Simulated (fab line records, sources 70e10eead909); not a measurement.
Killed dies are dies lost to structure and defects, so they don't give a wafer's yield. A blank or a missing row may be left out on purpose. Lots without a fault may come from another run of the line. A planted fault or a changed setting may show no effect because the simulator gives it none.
Tool commonality check | flow nand_harc | 3 lots, 9 wafers sampled

WHY IT WAS OPENED
At NHARC_END_SORT_01 the reading killed_dies is flagged on 2 of 3 lots. Wafers without a fault read 32, standard deviation 11.
Rule: a lot is flagged when every wafer of it that has a number lies more than 4 standard deviations from that mean, or none has a number. The other lots count as sound.

lot  | measured     | on        | killed_dies, wafer by wafer | flag
L719 | day 22 09:38 | prober-02 | 677 677 677                 | FLAGGED
L721 | day 23 05:07 | prober-02 | 23 26 16                    |
L720 | day 23 06:41 | prober-01 | 677 677 677                 | FLAGGED
The numbers of the flagged lots are 677 on average: +645 against the usual, or +59 standard deviations.

WHICH TOOL RAN EACH LOT
The record holds 4 process steps before the reading, out of a route of 1159 steps. In each cell: the tool, then ch and the chambers that the sampled wafers went through, then the start.
lot  | flag    | NHARC_A_CONTACT_DEP_84        | NHARC_A_CONTACT_ETCH_89            | NHARC_A_CONTACT_ETCH_135             | NHARC_A_CONTACT_ETCH_138
L719 | FLAGGED | acl_dep-01 ch 0, day 20 04:18 | rie_diel-08 ch 0,1,3, day 20 06:32 | har_cap_etch-03 ch 0,1, day 20 07:33 | har_cap_etch-03 ch 0,1, day 20 07:55
L721 |         | acl_dep-03 ch 0, day 20 22:14 | rie_diel-05 ch 0,1,3, day 21 00:35 | har_cap_etch-01 ch 0,1, day 21 01:34 | har_cap_etch-01 ch 0,1, day 21 01:56
L720 | FLAGGED | acl_dep-03 ch 0, day 20 05:24 | rie_diel-07 ch 1,2, day 20 07:52   | har_cap_etch-02 ch 0,1, day 20 08:56 | har_cap_etch-02 ch 0,1, day 20 09:18
What these steps do:
- NHARC_A_CONTACT_DEP_84: deposits aC, target thk 2000 nm.
- NHARC_A_CONTACT_ETCH_89: etches the open film in N2/H2, target depth 260 nm, time 475.3 s.
- NHARC_A_CONTACT_ETCH_135: etches the open film in C4F8/O2/Ar, time 132 s, target depth 1287 nm.
- NHARC_A_CONTACT_ETCH_138: etches the open film in C4F8/O2/Ar, time 132 s, target depth 1289 nm.
- NHARC_END_SORT_01

FLAGGED OVER TOTAL, TOOL BY TOOL (the gauges that took the reading come last)
step                     | tool            | lots run | flagged | share of the flagged lots | sound lots run after its first flagged lot
NHARC_A_CONTACT_DEP_84   | acl_dep-01      | 1        | 1       | some                      | 0
NHARC_A_CONTACT_DEP_84   | acl_dep-03      | 2        | 1       | some                      | 1 (L721)
NHARC_A_CONTACT_ETCH_89  | rie_diel-05     | 1        | 0       | none                      | -
NHARC_A_CONTACT_ETCH_89  | rie_diel-07     | 1        | 1       | some                      | 0
NHARC_A_CONTACT_ETCH_89  | rie_diel-08     | 1        | 1       | some                      | 0
NHARC_A_CONTACT_ETCH_135 | har_cap_etch-01 | 1        | 0       | none                      | -
NHARC_A_CONTACT_ETCH_135 | har_cap_etch-02 | 1        | 1       | some                      | 0
NHARC_A_CONTACT_ETCH_135 | har_cap_etch-03 | 1        | 1       | some                      | 0
NHARC_A_CONTACT_ETCH_138 | har_cap_etch-01 | 1        | 0       | none                      | -
NHARC_A_CONTACT_ETCH_138 | har_cap_etch-02 | 1        | 1       | some                      | 0
NHARC_A_CONTACT_ETCH_138 | har_cap_etch-03 | 1        | 1       | some                      | 0
NHARC_END_SORT_01        | prober-01       | 1        | 1       | some                      | 0
NHARC_END_SORT_01        | prober-02       | 2        | 1       | some                      | 1 (L721)

WHAT THE TABLE ALLOWS
No row of the table ran every flagged lot.

WHAT THE SIMULATOR HAD PUT IN
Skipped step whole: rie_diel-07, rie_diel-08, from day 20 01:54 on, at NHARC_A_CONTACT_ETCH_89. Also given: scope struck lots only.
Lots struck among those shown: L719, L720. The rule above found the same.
